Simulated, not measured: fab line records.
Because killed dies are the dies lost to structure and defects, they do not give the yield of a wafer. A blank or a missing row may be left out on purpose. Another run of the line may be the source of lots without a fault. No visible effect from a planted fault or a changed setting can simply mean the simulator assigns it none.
Split-lot study | flow n5 finfet | 7 lots, 21 wafers read, on a route of 1938 steps

== ON THE SPLIT ==
At N5_BEOL_M7_ETCH_66 (etches SOC in N2/H2, target depth 80 nm, overetch 16 nm, time 120 s), the setting time s was moved away from the recipe's 120 s on 3 of the 21 wafers read, by -20.9% to -11.1%. This setting was run at the recipe's value on the other wafers.

The reading comes from the split's own step.

== THE READING ==
SiARC_of_BEOL_M7_COAT_64.thk nm (the simulator's own value, which no gauge read), in nm, at N5_BEOL_M7_ETCH_66 (etches SOC in N2/H2, target depth 80 nm, overetch 16 nm, time 120 s). There is no usual value for it anywhere in the file. Average 6.6 nm, standard deviation 0.18 nm, over the 18 wafers here run with the recipe.

wafer  | tool, chamber at the split | time s as run, s | against the recipe | SiARC_of_BEOL_M7_COAT_64.thk nm, nm | against lot-mates on the recipe
L075.1 | rie diel-03, 3             | 120              | recipe             | 6.8                                 | -
L075.2 | rie diel-03, 2,1           | 120              | recipe             | 6.6                                 | -
L075.5 | rie diel-03, 2,1           | 120              | recipe             | 6.6                                 | -
L082.1 | rie diel-02, 2             | 120              | recipe             | 6.8                                 | -
L082.4 | rie diel-02, 2             | 120              | recipe             | 6.8                                 | -
L082.2 | rie diel-02, 0             | 120              | recipe             | 6.4                                 | -
L087.3 | rie diel-06, 1,0,3         | 120              | recipe             | 6.4                                 | -
L087.5 | rie diel-06, 1,0,3         | 120              | recipe             | 6.4                                 | -
L087.6 | rie diel-06, 1,0,3         | 120              | recipe             | 6.4                                 | -
L090.4 | rie diel-06, 1,3           | 120              | recipe             | 6.4                                 | -
L090.6 | rie diel-06, 1,3           | 120              | recipe             | 6.4                                 | -
L090.5 | rie diel-06, 2             | 120              | recipe             | 6.8                                 | -
L091.3 | rie diel-02, 3,2           | 94.96            | -20.9%             | 7.8                                 | +1.0
L091.5 | rie diel-02, 3,2           | 94.96            | -20.9%             | 7.8                                 | +1.0
L091.4 | rie diel-02, 2             | 120              | recipe             | 6.8                                 | -
L092.1 | rie diel-03, 3,1           | 120              | recipe             | 6.8                                 | -
L092.4 | rie diel-03, 3,1           | 120              | recipe             | 6.8                                 | -
L092.5 | rie diel-03, 1             | 106.7            | -11.1%             | 7.4                                 | +0.6
L097.3 | rie diel-03, 1,3,1         | 120              | recipe             | 6.8                                 | -
L097.4 | rie diel-03, 1,3,1         | 120              | recipe             | 6.8                                 | -
L097.5 | rie diel-03, 1,3,1         | 120              | recipe             | 6.8                                 | -
Where a row lists several chambers, the file gives one row for several wafers and doesn't say which wafer went through which chamber.

THE FIT
A straight line over all 21 wafers: SiARC_of_BEOL_M7_COAT_64.thk nm changes by -0.0568 nm for each +1% of time s; r = -0.90; the points scatter about the line by 0.18 nm.
The same after taking each lot's own level away (the mean of its wafers on the recipe; 21 wafers): -0.0486 nm for each +1%; r = -0.94; scatter 0.11 nm.
On that fit, the largest move of time s shifts the reading by 1 nm.
From 6.40 to 6.80 nm: that is the span of the lots' own levels, equal to 2.2 times the standard deviation above.
Thus the slope moves with the lot-to-lot level: the two fits are different.
Check: with one of the wafers moved furthest among these (-20.9%) left out of the fit, the line predicts +1.03 nm for it against its lot-mates. It came out at +1 nm against them.

== FURTHER SPLITS ON THESE WAFERS ==
Before the reading, these wafers also passed through other splits. Each is held against what the fit with the lots' levels taken away leaves over:
other split on the same wafers | wafers away from the commonest value | r with SiARC_of_BEOL_M7_COAT_64.thk nm (lot level and that fit taken away)
N5_BEOL_M6_ALD_77 ald cycles   | 6                                    | -0.33

== FILE'S OWN FIT ==
SiARC_of_BEOL_M7_COAT_64.thk nm changes by -0.0493 nm for each +1% of time s, r = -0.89.
